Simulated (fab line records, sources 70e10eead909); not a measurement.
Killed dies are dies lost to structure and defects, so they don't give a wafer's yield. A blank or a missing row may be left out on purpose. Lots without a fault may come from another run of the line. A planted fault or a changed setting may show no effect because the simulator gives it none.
Which tool did it? | flow nand_harc | 6 lots, 18 wafers sampled, at 5 steps of a route of 1302

WHAT THE GAUGES READ, wafer by wafer
NHARC_END_SORT_01.
lot | measured | on | defect_limited_yield (%)

WHICH TOOL RAN EACH LOT (tool, then ch and the chambers of the sampled wafers, then the start)
lot  | NHARC_P_M2_ETCH_35                 | NHARC_P_M2_ETCH_15                            | NHARC_P_M2_PVD_20            | NHARC_P_M2_PVD_21
L889 | rie_diel-03 ch 1,2,3, day 7 18:38  | rie_diel-03 ch 1,3, day 7 19:41 or earlier    | pvd_sputter-02, day 7 19:41  | pvd_sputter-02, no start
L892 | rie_diel-03 ch 0,3, day 8 19:04    | rie_diel-03 ch 0,1,3, day 8 20:08 or earlier  | pvd_sputter-01, day 8 20:08  | pvd_sputter-01, no start
L894 | rie_diel-11 ch 0,2,3, day 9 16:44  | rie_diel-11 ch 1,2,3, day 9 17:47 or earlier  | pvd_sputter-01, day 9 17:47  | pvd_sputter-01, no start
L896 | rie_diel-11 ch 1,2, day 10 18:04   | rie_diel-11 ch 0,2,3, day 10 19:13 or earlier | pvd_sputter-03, day 10 19:13 | pvd_sputter-03, no start
L898 | rie_diel-03 ch 0,2,3, day 11 07:56 | rie_diel-03 ch 0,2,3, day 11 09:02 or earlier | pvd_sputter-02, day 11 09:02 | pvd_sputter-02, no start
L908 | rie_diel-11 ch 0,1,2, day 15 17:28 | rie_diel-11 ch 0,1,3, day 15 18:31 or earlier | pvd_sputter-02, day 15 18:31 | pvd_sputter-02, no start
- NHARC_P_M2_ETCH_35: etches the open film in N2/H2, target depth 40 nm, overetch 12 nm, time 43.94 s.
- NHARC_P_M2_ETCH_15: etches the open film in C4F8/Ar, target depth 182.5 nm, time 91.2 s.
- NHARC_P_M2_PVD_20: deposits TaN, target thk 5 nm, time 8.06 s.
- NHARC_P_M2_PVD_21: deposits Cu, target thk 30 nm, time 20.49 s.

THE ANSWER, worked out from the rows above alone
Rule: what is usual is taken from the lots themselves. Put in order of their means at a reading, lots are off if they are a third of the lots or fewer, leave a main group of 4 or more, and stand apart from it by a gap of 3 or more times the standard deviation of the main group's means; of several such gaps the widest counts. A main group whose means are all the same, to the digits that the tables above print for the reading, isn't used. A lot without any number at a reading at which 4 lots or more have one is off too. The other lots that the step has rows for count as sound.
No lot is off at any reading shown: from this, nothing can be told.

WHAT THE SIMULATOR HAD PUT IN
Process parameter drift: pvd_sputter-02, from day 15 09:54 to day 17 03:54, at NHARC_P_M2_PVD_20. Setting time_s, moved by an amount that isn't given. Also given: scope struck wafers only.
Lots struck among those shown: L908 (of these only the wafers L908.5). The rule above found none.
